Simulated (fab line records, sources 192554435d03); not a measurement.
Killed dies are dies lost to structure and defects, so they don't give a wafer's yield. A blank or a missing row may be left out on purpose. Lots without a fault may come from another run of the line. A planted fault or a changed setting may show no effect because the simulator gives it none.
fab line records | flow n5_finfet
record lots=7 wafers=21
route steps=1938 shown WELL_APT@39 FIN_SAQP@102 FIN_CUT@155 DUMMY_GATE@220
start_h: hours from the record's first day to the start of the lot's first wafer shown | wait_h: hours since the lot's step before | " the same as in the row above | L1.1+2: a row that stands for several wafers | - no value, or no start given | * or withheld: withheld | < > ~ a bound
route shown NAME@n: a module of which the file shows steps, and the number in the route of the first | usual: mean/standard deviation of fault-free wafers | same: alike in all rows | chamber/n: place in a boat | sites: the reading at each site | _std_site: their standard deviation | _edge_site: outer sites' mean less inner sites' | radius_mm: how far each site lies from the wafer's centre | mask NAME#n: copy n | behind: the tool/chamber that last shaped the wafer | hold: why the lot was held/for how many hours/how that ended | device: the transistor (n, p or np) that didn't switch | end of line: the same wafers' tests at the end of the route | a step without rows: its recipe alone | killed: dies lost to structure and defects at the first sort, not the wafer's yield | map: a wafer's dies, x killed, . not, _ none there
set.NAME: the setting as run; set.NAME@STEP: as run at that earlier step | model.NAME: the simulator's own value behind a step, which no gauge read
lots whose settings were changed on purpose; a table a step, a row a wafer
## steps
# step N5_WELL_APT_EXPOSE_22
# recipe mask_id=PWELL na=0.8 source_shape=conventional sigma_outer=0.8 polarization=unpolarized defocus_nm=0 target_cd_nm=200 dose_mj=23.2
# columns lot.wafer tool chamber start_h wait_h mask set.dose_mj
L080.2+3+4 krf_scanner-02 0 50.54 - PWELL#0 23.2
L081.1+4 krf_scanner-01 0 56.82 - PWELL#0 24.33
L081.5 " 0 " " PWELL#0 23.2
L085.1+2+5 krf_scanner-01 0 81.11 - PWELL#0 23.2
L086.2+6 krf_scanner-01 0 87.36 - PWELL#0 22.4
L086.4 " 0 " " PWELL#0 23.2
L088.3+4 krf_scanner-02 0 98.92 - PWELL#0 23.2
L088.5 " 0 " " PWELL#0 21.55
L089.3+6 krf_scanner-02 0 104.64 - PWELL#0 21.74
L089.4 " 0 " " PWELL#0 23.2
L097.1+3+6 krf_scanner-02 0 153.12 - PWELL#0 23.2
# step N5_WELL_APT_PEB_23
# recipe peb_temp_c=130 peb_time_s=90
# columns lot.wafer tool chamber start_h wait_h set.peb_temp_c
L080.2+4 litho_track-05 0 50.59 0.0 131.2
L080.3 " 0 " " 130
L081.1+5 litho_track-02 0 56.88 0.1 127.2
L081.4 " 0 " " 130
L085.1+2+5 litho_track-05 0 81.17 0.1 130
L086.2+4 litho_track-03 0 87.42 0.0 130
L086.6 " 0 " " 127.6
L088.3+5 litho_track-05 0 98.97 0.0 128.2
L088.4 " 0 " " 130
L089.3+6 litho_track-03 0 104.69 0.0 133.6
L089.4 " 0 " " 130
L097.1+3+6 litho_track-02 0 153.17 0.1 130
# step N5_WELL_APT_DEVELOP_24
# recipe develop_time_s=45 rinse_liquid=surfactant_rinse dry=air_spin dev_temp_c=21
# step N5_WELL_APT_HARDBAKE_29
# recipe temp_c=130 time_s=120
# step N5_WELL_APT_CD_MEAS_25
# recipe target_cd_nm=200 landing_energy_ev=500 detector=se_inlens
# usual cd_nm=199.1/1.3
# columns lot.wafer tool chamber start_h wait_h set.dose_mj@WELL_APT_EXPOSE_22 set.peb_temp_c@WELL_APT_PEB_23 cd_nm
L080.2 cd_sem-02 0 50.70 - 23.2 131.2 206.8
L080.3 " 0 " " 23.2 130 200.1
L080.4 " 0 " " 23.2 131.2 204.6
L081.1 cd_sem-02 0 56.99 - 24.33 127.2 194.6
L081.4 " 0 " " 24.33 130 210.2
L081.5 " 0 " " 23.2 127.2 184.1
L085.1 cd_sem-02 0 81.28 - 23.2 130 197.1
L085.2 " 0 " " 23.2 130 197.6
L085.5 " 0 " " 23.2 130 199.0
L086.2 cd_sem-01 0 87.53 - 22.4 130 191.7
L086.4 " 0 " " 23.2 130 199.2
L086.6 " 0 " " 22.4 127.6 178.1
L088.3 cd_sem-01 0 99.08 - 23.2 128.2 187.8
L088.4 " 0 " " 23.2 130 200.1
L088.5 " 0 " " 21.55 128.2 175.7
L089.3 cd_sem-03 0 104.80 - 21.74 133.6 204.4
L089.4 " 0 " " 23.2 130 199.5
L089.6 " 0 " " 21.74 133.6 203.9
L097.1 cd_sem-02 0 153.29 - 23.2 130 197.5
L097.3 " 0 " " 23.2 130 200.3
L097.6 " 0 " " 23.2 130 200.1
# step N5_WELL_APT_DESCUM_30
# recipe chemistry=O2 time_s=7.9 source_power_w=50 bias_power_w=20 pressure_mtorr=20 rf_frequency_hz=2.712e+07 temp_c=40 o2_flow_sccm=225
# columns lot.wafer tool chamber start_h wait_h set.dose_mj@WELL_APT_EXPOSE_22 set.peb_temp_c@WELL_APT_PEB_23 model.WELL_APT.cd_nm
L080.2 rie_diel-06 1 50.79 0.0 23.2 131.2 206.6
L080.3 " 2 " " 23.2 130 200
L080.4 " 0 " " 23.2 131.2 204.7
L081.1 rie_diel-02 1 57.09 0.0 24.33 127.2 194.3
L081.4 " 3 " " 24.33 130 210.3
L081.5 " 1 " " 23.2 127.2 184.3
L085.1 rie_diel-02 1 81.37 0.0 23.2 130 197.5
L085.2 " 0 " " 23.2 130 197.7
L085.5 " 2 " " 23.2 130 198.8
L086.2 rie_diel-02 3 88.28 0.7 22.4 130 191.5
L086.4 " 1 " " 23.2 130 199.2
L086.6 " 3 " " 22.4 127.6 178
L088.3 rie_diel-05 0 99.17 0.0 23.2 128.2 187.8
L088.4 " 1 " " 23.2 130 200.1
L088.5 " 1 " " 21.55 128.2 175.8
L089.3 rie_diel-02 2 104.89 0.0 21.74 133.6 204.6
L089.4 " 3 " " 23.2 130 199.6
L089.6 " 2 " " 21.74 133.6 203.9
L097.1 rie_diel-02 3 153.38 0.0 23.2 130 197.6
L097.3 " 2 " " 23.2 130 200.4
L097.6 " 1 " " 23.2 130 200.1
# step N5_FIN_SAQP_HM_DEP_72
# recipe material=SiO2 target_thk_a=120 temp_c=400 precursor=SiH4/N2O pressure_torr=0.75 rf_w=275 time_s=7.2
# columns lot.wafer tool chamber start_h wait_h set.time_s model.SiO2_of_FIN_SAQP_HM_DEP_72.thk_nm
L080.2 pecvd-03 2 58.22 0.0 7.2 12.35
L080.3 " 0 " " 6.189 10.44
L080.4 " 1 " " 7.2 12.21
L081.1 pecvd-03 1 63.52 0.0 7.2 11.7
L081.4 " 2 " " 7.2 12.07
L081.5 " 1 " " 6.125 10.35
L085.1+2 pecvd-04 1,2 88.47 0.0 7.2 11.83
L085.5 " 2 " " 7.2 12.05
L086.2 pecvd-03 1 94.57 0.0 7.2 12.02
L086.4 " 2 " " 6.927 11.7
L086.6 " 1 " " 6.927 11.83
L088.3 pecvd-04 0 105.88 0.0 6.607 11.12
L088.4 " 1 " " 6.607 11.26
L088.5 " 2 " " 7.2 12.39
L089.3 pecvd-03 0 110.67 0.0 6.861 11.63
L089.4 " 0 " " 7.2 12.33
L089.6 " 1 " " 7.2 12.15
L097.1 pecvd-04 1 160.24 0.0 7.2 11.86
L097.3 " 2 " " 7.2 11.87
L097.6 " 2 " " 7.2 12.15
# step N5_FIN_SAQP_COAT_49
# recipe resist=SOC temp_c=250 time_s=60 spin_rpm=1500 resist_thk_nm=100
# columns lot.wafer tool chamber start_h wait_h set.spin_rpm model.SOC_of_FIN_SAQP_COAT_49.thk_nm
L080.2 litho_track-02 0 58.30 0.1 1500 99.76
L080.3 " 0 " " 1500 99.88
L080.4 " 0 " " 1359 104.9
L081.1 litho_track-03 0 63.60 0.1 1500 100.6
L081.4 " 0 " " 1500 100.1
L081.5 " 0 " " 1662 95.23
L085.1 litho_track-02 0 88.55 0.1 1500 100.3
L085.2 " 0 " " 1500 100.5
L085.5 " 0 " " 1500 100.2
L086.2+6 litho_track-04 0 94.65 0.1 1621 96.04
L086.4 " 0 " " 1500 100.2
L088.3 litho_track-03 0 105.96 0.1 1500 100.7
L088.4 " 0 " " 1615 97.18
L088.5 " 0 " " 1615 96.87
L089.3 litho_track-04 0 110.75 0.1 1500 99.65
L089.4 " 0 " " 1500 99.55
L089.6 " 0 " " 1650 94.9
L097.1+3 litho_track-03 0 160.31 0.1 1500 100.4
L097.6 " 0 " " 1442 102.3
# step N5_FIN_SAQP_COAT_50
# recipe resist=SiARC temp_c=220 time_s=60 spin_rpm=1500 resist_thk_nm=35
# step N5_FIN_SAQP_COAT_10
# recipe resist=CAR-ArF spin_rpm=1500 resist_thk_nm=90
# step N5_FIN_SAQP_DESCUM_21
# recipe chemistry=O2 time_s=7.9 source_power_w=50 bias_power_w=20 pressure_mtorr=20 rf_frequency_hz=2.712e+07 temp_c=40 resist=CAR-ArF o2_flow_sccm=225
# step N5_FIN_SAQP_ETCH_51
# recipe chemistry=CF4 target=SiARC target_depth_a=455 mask_material=CAR-ArF time_s=75.8 ion_energy_ev=80 pressure_mtorr=40 source_w=545 bias_w=36 Ar_flow_sccm=100 cf4_flow_sccm=100 ends=cleared
# step N5_FIN_SAQP_ETCH_52
# recipe chemistry=N2/H2 target=SOC target_depth_a=1000 overetch_a=200 mask_material=SiARC temp_c=40 time_s=150 ion_energy_ev=200 pressure_mtorr=30 source_w=840 bias_w=150 n2_flow_sccm=200 h2_flow_sccm=200 ends=end_point
# columns lot.wafer tool chamber start_h wait_h set.spin_rpm@FIN_SAQP_COAT_49 model.etch.depth_nm
L080.2 rie_diel-06 2 59.10 0.0 1500 99.76
L080.3 " 1 " " 1500 99.88
L080.4 " 0 " " 1359 104.9
L081.1 rie_diel-02 1 64.16 0.0 1500 100.6
L081.4 " 2 " " 1500 100.1
L081.5 " 2 " " 1662 95.23
L085.1 rie_diel-02 2 89.26 0.0 1500 100.3
L085.2 " 1 " " 1500 100.5
L085.5 " 1 " " 1500 100.2
L086.2+6 rie_diel-06 1 95.09 0.0 1621 96.04
L086.4 " 3 " " 1500 100.2
L088.3 rie_diel-02 2 106.67 0.0 1500 100.7
L088.4 " 1 " " 1615 97.18
L088.5 " 0 " " 1615 96.87
L089.3 rie_diel-05 2 111.25 0.0 1500 99.65
L089.4 " 0 " " 1500 99.55
L089.6 " 3 " " 1650 94.9
L097.1+3 rie_diel-02 0,2 160.87 0.0 1500 100.4
L097.6 " 3 " " 1442 102.3
# step N5_FIN_SAQP_STRIP_53
# recipe chemistry=N2/H2 temp_c=40 n2_flow_sccm=200 h2_flow_sccm=200 rf_frequency_hz=6e+07
# step N5_FIN_SAQP_HM_OPEN_73
# recipe chemistry=CHF3/O2 target=SiO2 stop_on=a-Si target_depth_a=120 over_etch_frac=1.8 mask_material=SOC time_s=16.8 pressure_mtorr=30 source_w=650 bias_w=170 Ar_flow_sccm=200 CHF3_flow_sccm=50 O2_flow_sccm=5 ion_energy_ev=200 ends=end_point
# columns lot.wafer tool chamber start_h wait_h set.time_s@FIN_SAQP_HM_DEP_72 model.etch.depth_nm
L080.2 rie_diel-06 2 59.20 0.0 7.2 12.35
L080.3 " 1 " " 6.189 10.44
L080.4 " 0 " " 7.2 12.21
L081.1 rie_diel-02 1 64.27 0.0 7.2 11.7
L081.4 " 2 " " 7.2 12.07
L081.5 " 2 " " 6.125 10.35
L085.1+2 rie_diel-02 2,1 89.37 0.0 7.2 11.83
L085.5 " 1 " " 7.2 12.05
L086.2 rie_diel-06 1 95.19 0.0 7.2 12.02
L086.4 " 3 " " 6.927 11.7
L086.6 " 1 " " 6.927 11.83
L088.3 rie_diel-02 2 106.77 0.0 6.607 11.12
L088.4 " 1 " " 6.607 11.26
L088.5 " 0 " " 7.2 12.39
L089.3 rie_diel-05 2 111.36 0.0 6.861 11.63
L089.4 " 0 " " 7.2 12.33
L089.6 " 3 " " 7.2 12.15
L097.1 rie_diel-02 0 160.98 0.0 7.2 11.86
L097.3 " 2 " " 7.2 11.87
L097.6 " 3 " " 7.2 12.15
# step N5_FIN_SAQP_STRIP_74
# recipe chemistry=CHF3/O2 resist=SiARC rf_frequency_hz=6e+07
# step N5_FIN_SAQP_MANDREL_ETCH_22
# recipe target_depth_a=600 chemistry=HBr/Cl2 target=a-Si stop_on=SiNx bt_time_s=10 over_etch_frac=0.5 time_s=30 pressure_mtorr=10 icp_w=800 bias_w=75 HBr_flow_sccm=150 Cl2_flow_sccm=80 ends=end_point
# columns lot.wafer tool chamber start_h wait_h set.spin_rpm@FIN_SAQP_COAT_49 model.SOC_of_FIN_SAQP_COAT_49.thk_nm
L080.2 rie_si-03 0 59.29 0.0 1500 75.95
L080.3 " 1 " " 1500 75.93
L080.4 " 2 " " 1359 81.17
L081.1 rie_si-03 0 64.35 0.0 1500 76.59
L081.4 " 1 " " 1500 76.11
L081.5 " 3 " " 1662 71.06
L085.1 rie_si-03 3 89.45 0.0 1500 76.31
L085.2 " 1 " " 1500 76.57
L085.5 " 3 " " 1500 76.48
L086.2 rie_si-05 1 95.28 0.0 1621 71.92
L086.4 " 0 " " 1500 76.09
L086.6 " 2 " " 1621 71.75
L088.3 rie_si-03 1 106.86 0.0 1500 76.84
L088.4 " 2 " " 1615 72.99
L088.5 " 0 " " 1615 72.96
L089.3 rie_si-03 1 111.44 0.0 1500 76.14
L089.4 " 0 " " 1500 75.88
L089.6 " 0 " " 1650 71.13
L097.1 rie_si-05 1 161.07 0.0 1500 76.53
L097.3 " 2 " " 1500 76.3
L097.6 " 3 " " 1442 78.33
# step N5_FIN_CUT_COAT_19
# recipe resist=SiARC temp_c=220 time_s=60 spin_rpm=1500 resist_thk_nm=20
# columns lot.wafer tool chamber start_h wait_h set.spin_rpm model.SiARC_of_FIN_CUT_COAT_19.thk_nm
L080.2+3 litho_track-02 0 - - 1500 20
L080.4 " 0 " " 1396 20.8
L081.1+5 litho_track-05 0 - - 1542 19.6
L081.4 " 0 " " 1500 20
L085.1+2+5 litho_track-02 0 - - 1500 20
L086.2 litho_track-01 0 - - 1500 19.8
L086.4 " 0 " " 1547 19.6
L086.6 " 0 " " 1500 20
L088.3+5 litho_track-05 0 - - 1590 19.4
L088.4 " 0 " " 1500 19.8
L089.3+4+6 litho_track-05 0 - - 1500 20
L097.1+6 litho_track-02 0 - - 1455 20.2
L097.3 " 0 " " 1500 20
# step N5_FIN_CUT_EXPOSE_05
# recipe mask_id=FIN_CUT na=0.33 source_shape=annular sigma_inner=0.35 sigma_outer=0.8 polarization=unpolarized dose_mj=45.75
# columns lot.wafer tool chamber start_h wait_h mask set.dose_mj
L080.2+4 euv_scanner-02 0 63.95 - FIN_CUT#0 45.75
L080.3 " 0 " " FIN_CUT#0 43.92
L081.1+4+5 euv_scanner-02 0 68.41 - FIN_CUT#0 48.88
L085.1+2+5 euv_scanner-01 0 97.03 - FIN_CUT#0 45.75
L086.2+4 euv_scanner-02 0 99.99 - FIN_CUT#0 45.75
L086.6 " 0 " " FIN_CUT#0 44.15
L088.3+4+5 euv_scanner-01 0 112.70 - FIN_CUT#0 42.78
L089.3+4+6 euv_scanner-02 0 116.39 - FIN_CUT#0 45.75
L097.1+3 euv_scanner-01 0 165.67 - FIN_CUT#0 48.98
L097.6 " 0 " " FIN_CUT#0 45.75
# step N5_FIN_CUT_PEB_06
# recipe peb_temp_c=100 peb_time_s=60 resist=CAR-EUV
# step N5_FIN_CUT_DEVELOP_07
# recipe develop_time_s=30 developer=TMAH resist=CAR-EUV rinse_liquid=surfactant_rinse dry=air_spin dev_temp_c=23
# step N5_FIN_CUT_DESCUM_13
# recipe chemistry=O2 time_s=7 source_power_w=50 bias_power_w=20 pressure_mtorr=20 rf_frequency_hz=2.712e+07 temp_c=40 resist=CAR-EUV o2_flow_sccm=225
# step N5_FIN_CUT_ETCH_30
# recipe chemistry=N2/H2 target=underlayer target_depth_a=130 mask_material=CAR-EUV time_s=10.4 ion_energy_ev=200 pressure_mtorr=30 source_w=840 bias_w=150 n2_flow_sccm=200 h2_flow_sccm=200 ends=cleared
# columns lot.wafer tool chamber start_h wait_h set.dose_mj@FIN_CUT_EXPOSE_05 model.FIN_CUT.cd_offset_nm
L080.2+4 rie_diel-01 0,3 64.23 0.0 45.75 0.2
L080.3 " 2 " " 43.92 -0.6
L081.1+4+5 rie_diel-01 0,0,2 68.70 0.0 48.88 1.2
L085.1+2+5 rie_diel-04 3,1,1 97.48 0.0 45.75 0
L086.2 rie_diel-03 2 100.27 0.0 45.75 -0.2
L086.4 " 3 " " 45.75 0
L086.6 " 1 " " 44.15 -0.6
L088.3+4 rie_diel-04 2 112.98 0.0 42.78 -1.2
L088.5 " 0 " " 42.78 -1
L089.3+4 rie_diel-04 2,3 116.67 0.0 45.75 0
L089.6 " 0 " " 45.75 0.2
L097.1+3 rie_diel-04 3,2 166.46 0.0 48.98 1.2
L097.6 " 2 " " 45.75 -0.2
# step N5_FIN_CUT_ETCH_20
# recipe chemistry=CF4 target=SiARC target_depth_a=260 mask_material=CAR-EUV time_s=43.3 ion_energy_ev=80 pressure_mtorr=40 source_w=545 bias_w=36 Ar_flow_sccm=100 cf4_flow_sccm=100 ends=cleared
# columns lot.wafer tool chamber start_h wait_h set.spin_rpm@FIN_CUT_COAT_19 set.dose_mj@FIN_CUT_EXPOSE_05 model.FIN_CUT.cd_offset_nm model.etch.depth_nm
L080.2 rie_diel-01 0 64.25 0.0 1500 45.75 0.2 20.04
L080.3 " 2 " " 1500 43.92 -0.8 19.93
L080.4 " 3 " " 1396 45.75 0 20.7
L081.1 rie_diel-01 0 68.72 0.0 1542 48.88 1.2 19.64
L081.4 " 0 " " 1500 48.88 1 19.95
L081.5 " 2 " " 1542 48.88 1 19.67
L085.1 rie_diel-04 3 97.50 0.0 1500 45.75 0 20
L085.2 " 1 " " 1500 45.75 -0.2 20
L085.5 " 1 " " 1500 45.75 -0.2 19.97
L086.2 rie_diel-03 2 100.29 0.0 1500 45.75 0 19.89
L086.4 " 3 " " 1547 45.75 0 19.65
L086.6 " 1 " " 1500 44.15 -0.6 19.93
L088.3 rie_diel-04 2 113.00 0.0 1590 42.78 -1.2 19.34
L088.4 " 2 " " 1500 42.78 -1.2 19.82
L088.5 " 0 " " 1590 42.78 -1.2 19.33
L089.3 rie_diel-04 2 116.69 0.0 1500 45.75 0 19.99
L089.4 " 3 " " 1500 45.75 0 20.06
L089.6 " 0 " " 1500 45.75 0.2 20.09
L097.1 rie_diel-04 3 166.48 0.0 1455 48.98 1.2 20.29
L097.3 " 2 " " 1500 48.98 1.2 19.96
L097.6 " 2 " " 1455 45.75 0 20.25
# step N5_DUMMY_GATE_HM_DEP_06
# recipe material=SiNx target_thk_a=800 precursor=DCS/NH3 temp_c=700 pressure_mtorr=300 time_s=5141
# columns lot.wafer tool chamber start_h wait_h set.time_s model.SiNx_of_DUMMY_GATE_HM_DEP_06.thk_nm
L080.2+4 - - - 0.4 5141 79.2
L080.3 " - " " 5141 79
L081.1+4 - - - 1.6 5141 79.6
L081.5 " - " " 5141 79.8
L085.1+2 lpcvd-01 1/90,1/95 111.77 0.0 5141 81
L085.5 " 1/109 " " 5141 81.4
L086.2 - - - 0.0 5561 87
L086.4 " - " " 5561 88.2
L086.6 " - " " 5561 87.8
L088.3 - - - 0.0 5735 90.2
L088.4 " - " " 5735 88.8
L088.5 " - " " 5735 89.4
L089.3 - - - 0.0 5141 80.4
L089.4 " - " " 5141 80.2
L089.6 " - " " 5141 79.2
L097.1 - - - 2.0 5141 81.2
L097.3 " - " " 5141 80.4
L097.6 " - " " 5141 81
## key
split step=N5_WELL_APT_EXPOSE_22 setting=dose_mj stated=23.2 by=wafer
response step=N5_WELL_APT_CD_MEAS_25 reading=cd_nm slope=+2.13 per=1% together_with=peb_temp_c@WELL_APT_PEB_23 explained=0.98
response step=N5_WELL_APT_DESCUM_30 reading=model.WELL_APT.cd_nm slope=+2.11 per=1% together_with=peb_temp_c@WELL_APT_PEB_23 explained=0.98
split step=N5_WELL_APT_PEB_23 setting=peb_temp_c stated=130 by=wafer
response step=N5_WELL_APT_CD_MEAS_25 reading=cd_nm slope=+6.99 per=1% together_with=dose_mj@WELL_APT_EXPOSE_22 explained=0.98
response step=N5_WELL_APT_DESCUM_30 reading=model.WELL_APT.cd_nm slope=+6.99 per=1% together_with=dose_mj@WELL_APT_EXPOSE_22 explained=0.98
split step=N5_FIN_SAQP_HM_DEP_72 setting=time_s stated=7.2 by=wafer
response step=N5_FIN_SAQP_HM_DEP_72 reading=model.SiO2_of_FIN_SAQP_HM_DEP_72.thk_nm change=+0.119 per=1% r=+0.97
response step=N5_FIN_SAQP_HM_OPEN_73 reading=model.etch.depth_nm change=+0.119 per=1% r=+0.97
split step=N5_FIN_SAQP_COAT_49 setting=spin_rpm stated=1500 by=wafer
response step=N5_FIN_SAQP_COAT_49 reading=model.SOC_of_FIN_SAQP_COAT_49.thk_nm change=-0.495 per=1% r=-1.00
response step=N5_FIN_SAQP_ETCH_52 reading=model.etch.depth_nm change=-0.495 per=1% r=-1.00
response step=N5_FIN_SAQP_MANDREL_ETCH_22 reading=model.SOC_of_FIN_SAQP_COAT_49.thk_nm change=-0.51 per=1% r=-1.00
split step=N5_FIN_CUT_COAT_19 setting=spin_rpm stated=1500 by=wafer
response step=N5_FIN_CUT_COAT_19 reading=model.SiARC_of_FIN_CUT_COAT_19.thk_nm change=-0.0958 per=1% r=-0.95
response step=N5_FIN_CUT_ETCH_20 reading=model.etch.depth_nm change=-0.0947 per=1% r=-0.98
split step=N5_FIN_CUT_EXPOSE_05 setting=dose_mj stated=45.75 by=wafer
response step=N5_FIN_CUT_ETCH_30 reading=model.FIN_CUT.cd_offset_nm change=+0.19 per=1% r=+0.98
response step=N5_FIN_CUT_ETCH_20 reading=model.FIN_CUT.cd_offset_nm change=+0.181 per=1% r=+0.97
split step=N5_DUMMY_GATE_HM_DEP_06 setting=time_s stated=5141 by=lot
response step=N5_DUMMY_GATE_HM_DEP_06 reading=model.SiNx_of_DUMMY_GATE_HM_DEP_06.thk_nm change=+0.841 per=1% r=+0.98
